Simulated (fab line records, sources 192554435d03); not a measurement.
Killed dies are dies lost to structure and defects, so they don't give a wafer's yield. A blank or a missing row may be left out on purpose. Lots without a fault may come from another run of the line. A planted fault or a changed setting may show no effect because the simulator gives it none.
Chamber matching | flow n5_finfet | N5_BEOL_M1_VIA_ETCH_34 on rie_diel-02: 4 sister chambers
The step etches the open film in C4F6/O2, target depth 67.8 nm, time 64.4 s. 20 wafers are shown with their chamber, then 9 later ones without.

WAFERS WITH THEIR CHAMBER
wafer  | chamber | showerhead_plenum_p_Torr (Torr) | drypump_motor_current_A (A) | throttle_valve_pct (%)
L075.1 | 1       | 2.74                            | 6.2                         | 30.66
L075.3 | 0       | 2.99                            | 5.1                         | 30.57
L075.5 | 1       | 2.74                            | 6.2                         | 30.65
L077.1 | 0       | 2.99                            | 5.1                         | 30.58
L077.3 | 2       | 2.82                            | 6.1                         | 30.39
L077.5 | 0       | 2.99                            | 5.1                         | 30.59
L079.1 | 1       | 2.74                            | 6.2                         | 30.67
L079.3 | 0       | 2.99                            | 5.1                         | 30.58
L079.5 | 2       | 2.82                            | 6.2                         | 30.41
L081.1 | 1       | 2.74                            | 6.1                         | 30.68
L081.3 | 0       | 2.99                            | 5.1                         | 30.59
L081.5 | 2       | 2.82                            | 6.1                         | 30.40
L084.1 | 1       | 2.74                            | 6.1                         | 30.65
L084.5 | 2       | 2.82                            | 6.2                         | 30.42
L084.6 | 1       | 2.74                            | 6.2                         | 30.66
L085.2 | 1       | 2.73                            | 6.2                         | 30.67
L085.3 | 0       | 2.98                            | 5.1                         | 30.58
L087.2 | 2       | 2.82                            | 6.1                         | 30.42
L087.3 | 3       | 2.91                            | 6.7                         | 30.84
L087.5 | 0       | 2.98                            | 5.1                         | 30.60

SIGNATURES (means of the wafers above)
reading                  | chamber 0 | chamber 1 | chamber 2 | chamber 3 | scatter within a chamber
showerhead_plenum_p_Torr | 2.9871    | 2.7386    | 2.8200    | 2.9100    | 0.00378
drypump_motor_current_A  | 5.100     | 6.171     | 6.140     | 6.700     | 0.0405
throttle_valve_pct       | 30.5843   | 30.6629   | 30.4080   | 30.8400   | 0.0112
Rule: a wafer's distance from a chamber is the root of the sum, over the readings, of the square of ((its reading less the chamber's mean) divided by the reading's scatter). The wafer belongs to the nearest chamber; if the next one is less than 2 further off, it can't be placed. The scatter: the root of (the sum of the squares of (reading less its chamber's mean) over the shown wafers, divided by (wafers less chambers)).

WAFERS WITHOUT THEIR CHAMBER
wafer  | showerhead_plenum_p_Torr (Torr) | drypump_motor_current_A (A) | throttle_valve_pct (%)
L090.1 | 2.91                            | 6.6                         | 30.84
L090.5 | 2.98                            | 5.1                         | 30.61
L090.6 | 2.73                            | 6.2                         | 30.68
L093.3 | 2.91                            | 6.7                         | 30.83
L093.5 | 2.73                            | 6.2                         | 30.68
L093.6 | 2.98                            | 5.1                         | 30.61
L097.1 | 2.73                            | 6.2                         | 30.68
L097.2 | 2.91                            | 6.6                         | 30.85
L097.6 | 2.91                            | 6.6                         | 30.82

WHICH CHAMBER EACH WENT THROUGH
wafer  | from the rows above | in truth
L090.1 | 3                   | 3
L090.5 | 0                   | 0
L090.6 | 1                   | 1
L093.3 | 3                   | 3
L093.5 | 1                   | 1
L093.6 | 0                   | 0
L097.1 | 1                   | 1
L097.2 | 3                   | 3
L097.6 | 3                   | 3
Placed correctly: 9 of 9. Can't be placed from these rows: 0. Placed wrongly: 0.
